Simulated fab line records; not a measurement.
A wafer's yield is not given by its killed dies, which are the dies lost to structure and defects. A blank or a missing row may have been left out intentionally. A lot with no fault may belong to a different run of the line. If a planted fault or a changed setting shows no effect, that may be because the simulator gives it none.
Split-lot trial    flow n5_finfet    7 lots, 21 wafers read, on a route of 1938 steps

## SPLIT DETAILS
At N5_BEOL_M4_COAT_73 (time 60 s, resist thk 5 nm), the setting spin_rpm was moved away from the recipe's 1500 rpm on 11 of the 21 wafers read, by -10.8% to +10.5%. All remaining wafers had this setting at the recipe value.

## FROM THE SPLIT TO THE READING: what the file shows between them, 3 steps
- N5_BEOL_M4_COAT_05: resist thk 30 nm
- N5_BEOL_M4_EBR_07
- N5_BEOL_M4_DESCUM_16: chemistry O2, time 7 s

## THE READING
etch.depth_nm (the simulator's own value, which no gauge read), in nm, at N5_BEOL_M4_ETCH_74 (etches underlayer in N2/H2, target depth 6.5 nm, time 5.2 s). The file gives no usual value for it. Here, 10 wafers ran the recipe; their average is 4.995 nm with a standard deviation of 0.015 nm.

wafer   tool, chamber at the split  spin_rpm as run, rpm  against the recipe  etch.depth_nm, nm  against lot-mates on the recipe
L078.2  litho_track-05, 0           1338                  -10.8%              5.263              +0.280
L078.3  litho_track-05, 0           1500                  recipe              4.992              -
L078.5  litho_track-05, 0           1500                  recipe              4.975              -
L076.1  litho_track-01, 0           1500                  recipe              5.01               -
L076.3  litho_track-01, 0           1341                  -10.6%              5.305              +0.295
L076.4  litho_track-01, 0           1341                  -10.6%              5.294              +0.284
L080.4  litho_track-05, 0           1500                  recipe              4.975              -
L080.5  litho_track-05, 0           1500                  recipe              4.977              -
L080.6  litho_track-05, 0           1500                  recipe              4.987              -
L090.3  litho_track-03, 0           1500                  recipe              5.012              -
L090.4  litho_track-03, 0           1500                  recipe              5.011              -
L090.5  litho_track-03, 0           1446                  -3.6%               5.103              +0.091
L091.1  litho_track-03, 0           1658                  +10.5%              4.761              -0.245
L091.3  litho_track-03, 0           1500                  recipe              5.006              -
L091.4  litho_track-03, 0           1658                  +10.5%              4.767              -0.239
L093.4  litho_track-01, 0           1398                  -6.8%               5.185              +0.183
L093.5  litho_track-01, 0           1398                  -6.8%               5.182              +0.180
L093.6  litho_track-01, 0           1500                  recipe              5.002              -
L095.1  litho_track-01, 0           1387                  -7.5%               5.212              no lot-mate on the recipe
L095.4  litho_track-01, 0           1387                  -7.5%               5.203              no lot-mate on the recipe
L095.5  litho_track-01, 0           1387                  -7.5%               5.213              no lot-mate on the recipe

THE FIT
A straight line over all 21 wafers: etch.depth_nm changes by -0.0255 nm for each +1% of spin_rpm; r = -0.99; the points scatter about the line by 0.019 nm.
The same after taking each lot's own level away (the mean of its wafers on the recipe; 18 wafers): -0.0252 nm for each +1%; r = -1.00; scatter 0.011 nm.
According to that fit, moving spin_rpm by its largest amount changes the reading by 0.27 nm.
The span of the lots' own levels, 4.9797 to 5.0115 nm, comes to 2.2 times the standard deviation stated above.
Hence the lot-to-lot level has little effect on the slope; both slopes agree.
Check: +0.279 nm against its lot-mates is what the line predicts for one of the wafers moved furthest among these (-10.8%) when that wafer is left out of the fit. Against them it came out at +0.28 nm.

## ADDITIONAL SPLITS CARRIED BY THESE WAFERS
These wafers also went through other splits before the reading. Each is held against what the fit with the lots' levels taken away leaves over:
other split on the same wafers        wafers away from the commonest value  r with etch.depth_nm (lot level and that fit taken away)
N5_HKMG_FIN_COAT_06 spin_rpm          9                                     -0.44
N5_GATE_CUT_CUT_ETCH_54 icp_w         5                                     -0.48
N5_GATE_CUT_ALD_22 ald_cycles         8                                     +0.07
N5_MOL_CONTACT_COAG_ETCH_67 source_w  8                                     -0.06
N5_BEOL_M0_ETCH_138 source_w          6                                     +0.06
N5_BEOL_M0_ETCH_109 bias_w            9                                     -0.63
N5_BEOL_M3_ETCH_64 time_s             4                                     -0.17
N5_BEOL_M3_COAT_67 spin_rpm           7                                     +0.42
N5_BEOL_M4_COAT_62 spin_rpm           9                                     -0.48

## FILE'S OWN FIT
etch.depth_nm changes by -0.0255 nm for each +1% of spin_rpm, r = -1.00.
